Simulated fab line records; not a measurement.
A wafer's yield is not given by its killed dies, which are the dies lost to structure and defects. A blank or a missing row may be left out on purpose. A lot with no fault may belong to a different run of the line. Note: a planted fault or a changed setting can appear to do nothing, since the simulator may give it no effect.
What tool caused it? | flow n5-finfet | Sampling: 14 lots, 42 wafers, 6 of 1938 route steps

## WHAT EACH GAUGE READ, for each wafer
N5_WELL_APT_CD_MEAS_25: target cd 200 nm. Usual: 199.1 nm for cd-nm, sd 2.3.
lot  | measured    | on        | cd-nm (nm)        | flag
L101 | day 2 03:05 | cd-sem-02 | 195.8 197.1 198.1 |
L102 | day 2 08:58 | cd-sem-02 | 200.7 200.8 199.3 |
L103 | day 2 14:54 | cd-sem-01 | 199.5 200.3 199.3 |
L104 | day 2 21:02 | cd-sem-03 | 198.0 198.4 197.4 |
L106 | day 3 09:04 | cd-sem-02 | 199.8 198.2 200.2 |
L107 | day 3 15:13 | cd-sem-01 | 198.2 196.9 199.1 |
L108 | day 3 21:05 | cd-sem-01 | 197.4 201.0 199.7 |
L109 | day 4 03:31 | cd-sem-03 | 196.6 204.8 200.5 |
L110 | day 4 09:07 | cd-sem-03 | 200.4 202.1 199.9 |
L111 | day 4 14:55 | cd-sem-02 | 199.2 202.0 197.5 |
L119 | day 6 14:50 | cd-sem-03 | 196.8 197.0 199.9 |
L120 | day 6 21:17 | cd-sem-01 | 197.8 195.4 198.3 |
L121 | day 7 03:09 | cd-sem-01 | 199.1 197.2 197.9 |
L122 | day 7 09:39 | cd-sem-01 | 203.6 199.2 201.7 |

N5_WELL_APT_INSPECT_27: inspects for defects (macro). Usual: 1.9 for raw-defect-count, sd 1.3.
lot  | measured    | on                | raw-defect-count | flag
L101 | day 2 03:09 | defect-inspect-02 | 1 1 1            |
L102 | day 2 09:01 | defect-inspect-02 | 0 1 2            |
L103 | day 2 14:58 | defect-inspect-02 | 3 1 0            |
L104 | day 2 21:05 | defect-inspect-02 | 1 3 1            |
L106 | day 3 09:07 | defect-inspect-01 | 2 2 4            |
L107 | day 3 15:16 | defect-inspect-02 | 1 2 0            |
L108 | day 3 21:08 | defect-inspect-02 | 1 0 0            |
L109 | day 4 03:34 | defect-inspect-01 | 3 2 2            |
L110 | day 4 09:10 | defect-inspect-02 | 3 2 3            |
L111 | day 4 14:58 | defect-inspect-01 | 0 3 3            |
L119 | day 6 14:53 | defect-inspect-02 | 2 4 4            |
L120 | day 6 21:20 | defect-inspect-01 | 3 2 1            |
L121 | day 7 03:12 | defect-inspect-02 | 2 3 3            |
L122 | day 7 09:43 | defect-inspect-01 | 0 0 0            |

N5_PMOS_HMC_CHANNEL_EPI_OVL_MEAS_10. Usual: PMOS_HMC_BLK_OVL -0.3 nm, standard deviation 0.66.
lot  | measured    | on         | PMOS_HMC_BLK_OVL (nm) | flag
L101 | day 2 05:44 | overlay-01 | -0.1 0.2 0.4          |
L102 | day 2 11:43 | overlay-02 | 0.0 1.1 0.2           |
L103 | day 2 17:13 | overlay-02 | -0.5 -0.3 -0.8        |
L104 | day 3 00:20 | overlay-01 | -1.0 -1.2 -1.7        |
L106 | day 3 11:16 | overlay-02 | -0.7 0.8 -0.2         |
L107 | day 3 18:07 | overlay-01 | -0.5 -0.4 -0.3        |
L108 | day 3 23:46 | overlay-02 | -0.1 0.8 -0.8         |
L109 | day 4 06:38 | overlay-02 | 0.0 0.1 -1.0          |
L110 | day 4 13:10 | overlay-02 | -0.2 -0.1 1.0         |
L111 | day 4 17:44 | overlay-01 | -1.5 -0.3 -0.8        |
L119 | day 6 17:14 | overlay-01 | -0.3 0.1 -0.6         |
L120 | day 6 23:22 | overlay-01 | 0.0 -0.1 0.0          |
L121 | day 7 05:31 | overlay-01 | 0.4 1.2 -0.1          |
L122 | day 7 12:34 | overlay-01 | -0.4 -0.7 -1.1        |

N5_PMOS_HMC_CHANNEL_EPI_THK_MEAS_22. Usual: HMC_CMP_THK 53.7 nm, standard deviation 0.76.
lot  | measured    | on            | HMC_CMP_THK (nm) | flag
L101 | day 2 08:59 | film-metro-02 | 54.2 54.3 53.8   |
L102 | day 2 14:59 | film-metro-01 | 53.7 54.3 54.0   |
L103 | day 2 21:12 | film-metro-02 | 53.9 54.0 54.0   |
L104 | day 3 03:35 | film-metro-02 | 53.2 53.0 52.3   |
L106 | day 3 13:36 | film-metro-01 | 54.4 54.3 54.4   |
L107 | day 3 20:26 | film-metro-02 | 53.8 53.9 54.9   |
L108 | day 4 03:52 | film-metro-01 | 54.5 54.3 54.8   |
L109 | day 4 08:58 | film-metro-02 | 59.6 59.8 59.4   | OFF
L110 | day 4 15:29 | film-metro-02 | 59.1 59.0 58.7   | OFF
L111 | day 4 20:04 | film-metro-02 | 53.2 53.2 53.9   |
L119 | day 6 19:39 | film-metro-01 | 53.5 53.9 53.8   |
L120 | day 7 01:49 | film-metro-01 | 53.8 53.8 53.2   |
L121 | day 7 08:14 | film-metro-02 | 53.5 54.2 54.4   |
L122 | day 7 14:53 | film-metro-01 | 55.1 54.4 54.3   |

N5_BEOL_M4_RC_MEAS_101. Usual: DIBL_N 36.1 mV/V, standard deviation 1.6; DIBL_P 35.8 mV/V, standard deviation 2; IOFF_N 0.157 nA/um, standard deviation 0.029; IOFF_P 0.21 nA/um, standard deviation 0.034; ION_N 677 uA/um, standard deviation 13; ION_P 465 uA/um, standard deviation 8.1; SS_N 71.3 mV/dec, standard deviation 0.61; SS_P 73.2 mV/dec, standard deviation 0.65; VT_N 249 mV, standard deviation 3.3; VT_P -250 mV, standard deviation 3.2.
lot  | measured     | on        | DIBL_N (mV/V)  | DIBL_P (mV/V)  | IOFF_N (nA/um)    | IOFF_P (nA/um) | ION_N (uA/um) | ION_P (uA/um) | SS_N (mV/dec)  | SS_P (mV/dec)  | VT_N (mV)   | VT_P (mV)      | flag
L101 | day 9 19:17  | prober-02 | 40.0 35.2 35.3 | 39.3 33.5 33.8 | 0.244 0.147 0.142 | 0.29 0.18 0.19 | 701 679 672   | 475 459 459   | 72.2 70.7 71.1 | 74.9 73.0 73.3 | 244 249 251 | -246 -251 -251 |
L102 | day 10 01:29 | prober-01 | 33.4 35.9 33.6 | 31.8 34.4 31.7 | 0.111 0.152 0.112 | 0.16 0.20 0.16 | 658 693 679   | 455 473 467   | 70.3 70.8 70.9 | 72.7 72.9 72.5 | 254 248 253 | -255 -249 -254 |
L103 | day 10 13:10 | prober-01 | 36.8 36.6 37.4 | 34.7 35.0 35.3 | 0.162 0.168 0.169 | 0.22 0.23 0.23 | 686 684 670   | 473 465 464   | 71.3 71.1 71.2 | 73.4 73.3 72.9 | 246 245 247 | -247 -246 -248 |
L104 | day 10 16:06 | prober-02 | 36.2 38.4 38.0 | 36.1 37.5 37.2 | 0.169 0.224 0.212 | 0.23 0.26 0.26 | 684 684 685   | 462 466 470   | 71.8 72.4 72.3 | 73.3 74.9 74.6 | 250 246 244 | -249 -246 -248 |
L106 | day 11 03:11 | prober-01 | 36.5 34.9 35.6 | 36.5 34.3 35.2 | 0.151 0.124 0.141 | 0.23 0.20 0.22 | 683 667 663   | 471 464 460   | 70.4 71.1 70.9 | 72.7 73.2 73.1 | 249 254 252 | -248 -251 -249 |
L107 | day 11 04:52 | prober-01 | 35.7 36.1 36.9 | 34.9 36.7 36.5 | 0.159 0.173 0.179 | 0.24 0.28 0.27 | 678 685 678   | 474 478 478   | 70.0 70.5 71.5 | 72.7 73.2 73.3 | 251 250 248 | -242 -245 -244 |
L108 | day 11 17:14 | prober-01 | 33.2 35.7 34.5 | 31.2 34.0 32.1 | 0.101 0.127 0.107 | 0.13 0.16 0.14 | 667 663 642   | 457 454 443   | 70.6 71.1 71.7 | 72.3 73.0 72.6 | 255 255 258 | -259 -256 -259 |
L111 | day 12 11:02 | prober-02 | 36.2 37.6 38.2 | 37.6 39.2 39.5 | 0.172 0.200 0.204 | 0.23 0.27 0.27 | 702 708 692   | 483 481 474   | 71.0 72.1 71.3 | 73.5 74.2 74.7 | 249 245 245 | -249 -250 -249 |
L119 | day 14 03:45 | prober-02 | 38.4 35.2 35.5 | 38.3 34.8 34.9 | 0.216 0.145 0.156 | 0.26 0.21 0.21 | 694 676 684   | 470 467 465   | 71.6 71.3 71.2 | 73.8 72.8 72.8 | 246 251 251 | -246 -248 -250 |
L120 | day 14 09:38 | prober-02 | 36.3 34.6 37.7 | 36.8 35.0 38.3 | 0.149 0.125 0.171 | 0.21 0.17 0.22 | 681 665 680   | 467 463 469   | 71.3 71.1 71.8 | 72.9 73.0 73.6 | 248 251 250 | -253 -256 -250 |
L121 | day 14 13:03 | prober-02 | 37.0 38.2 36.7 | 38.1 39.0 37.3 | 0.190 0.210 0.182 | 0.24 0.25 0.23 | 696 696 685   | 478 474 468   | 70.9 71.6 71.7 | 74.2 73.7 73.2 | 244 242 248 | -249 -248 -246 |
L122 | day 15 06:53 | prober-02 | 37.4 37.5 36.9 | 38.5 37.4 37.8 | 0.181 0.181 0.172 | 0.25 0.24 0.24 | 683 694 696   | 464 476 480   | 72.0 72.1 71.8 | 73.1 73.9 73.8 | 248 246 249 | -249 -248 -249 |

## TOOL THAT RAN EACH LOT (tool first, then ch and the chambers of the sampled wafers, then the start)
lot  | N5_PMOS_HMC_CHANNEL_EPI_CMP_21
L101 | cmp-04 ch 0,1, day 2 08:41
L102 | cmp-01 ch 0,1,3, day 2 14:46
L103 | cmp-03 ch 0,2,3, day 2 20:56
L104 | cmp-03 ch 0,1,3, day 3 03:17
L106 | cmp-01 ch 1,2,3, day 3 13:23
L107 | cmp-03 ch 0,3, day 3 20:11
L108 | cmp-01 ch 1,3, day 4 03:37
L109 | cmp-01 ch 0,2,3, day 4 08:41
L110 | cmp-04 ch 0,2,3, day 4 15:13
L111 | cmp-04 ch 1,2,3, day 4 19:48
L119 | cmp-01 ch 0,2, day 6 19:23
L120 | cmp-01 ch 0,2,3, day 7 01:33
L121 | cmp-01 ch 0,1,3, day 7 07:56
L122 | cmp-01 ch 0,1,3, day 7 14:40
- N5_PMOS_HMC_CHANNEL_EPI_CMP_21: polishes SiGe30, target thk 54 nm.

## WHAT THE TOOLS THEMSELVES READ (means of the sampled wafers that have a number; where no wafer has one, the mark that the record gives instead)
N5_PMOS_HMC_CHANNEL_EPI_CMP_21. Usual: edge-zone-pressure-frac 1.000, standard deviation 0.005; motor-current-A 11.8 A, standard deviation 0.94; pad-life-wafers 967, standard deviation 630; slurry-filter-dp-kPa 13.50 kPa, standard deviation 0.13.
lot  | tool   | edge-zone-pressure-frac | motor-current-A (A) | pad-life-wafers | slurry-filter-dp-kPa (kPa) | flag
L101 | cmp-04 | 0.997                   | 12.5                | 516             | 13.54                      |
L102 | cmp-01 | 0.997                   | 11.6                | 2036            | 13.63                      |
L103 | cmp-03 | 0.997                   | 11.5                | 1280            | 13.50                      |
L104 | cmp-03 | 1.002                   | 10.8                | 1328            | 13.38                      |
L106 | cmp-01 | 1.005                   | 11.6                | 14              | 13.40                      |
L107 | cmp-03 | 1.006                   | 11.1                | 1466            | 13.39                      |
L108 | cmp-01 | 1.002                   | 11.1                | 122             | 13.56                      |
L109 | cmp-01 | -                       | -                   | -               | -                          | OFF
L110 | cmp-04 | -                       | -                   | -               | -                          | OFF
L111 | cmp-04 | 0.999                   | 12.3                | 962             | 13.41                      |
L119 | cmp-01 | 1.003                   | 12.8                | 590             | 13.62                      |
L120 | cmp-01 | 1.000                   | 12.0                | 662             | 13.49                      |
L121 | cmp-01 | 1.007                   | 11.7                | 710             | 13.39                      |
L122 | cmp-01 | 0.995                   | 11.5                | 764             | 13.64                      |

## THE ANSWER, worked out from the rows above alone
Rule: lot off if the mean of its wafers having a number is beyond 3 standard deviations from the usual mean. A lot without any number at a reading at which 4 lots or more have one is off too. Any other lot the step has rows for is counted as sound. After the gauges, taken in route order, come the tools' own readings; for these a lot's mean is taken, as printed above. At the first step where some lot is off, the reading lying furthest off is the one used; lots without a number count as furthest.
Off: at N5_PMOS_HMC_CHANNEL_EPI_THK_MEAS_22 (HMC_CMP_THK), L109, L110.
A tool fits if, at a process step before that reading, it ran every lot that is off, and no sound lot after the first of them. The gauges at N5_PMOS_HMC_CHANNEL_EPI_THK_MEAS_22 aren't tried: what is off there is off at N5_PMOS_HMC_CHANNEL_EPI_CMP_21 too, on other tools, and a gauge's error can't cause that. Of those tried, none fits.

## WHAT THE SIMULATOR HAD INSERTED
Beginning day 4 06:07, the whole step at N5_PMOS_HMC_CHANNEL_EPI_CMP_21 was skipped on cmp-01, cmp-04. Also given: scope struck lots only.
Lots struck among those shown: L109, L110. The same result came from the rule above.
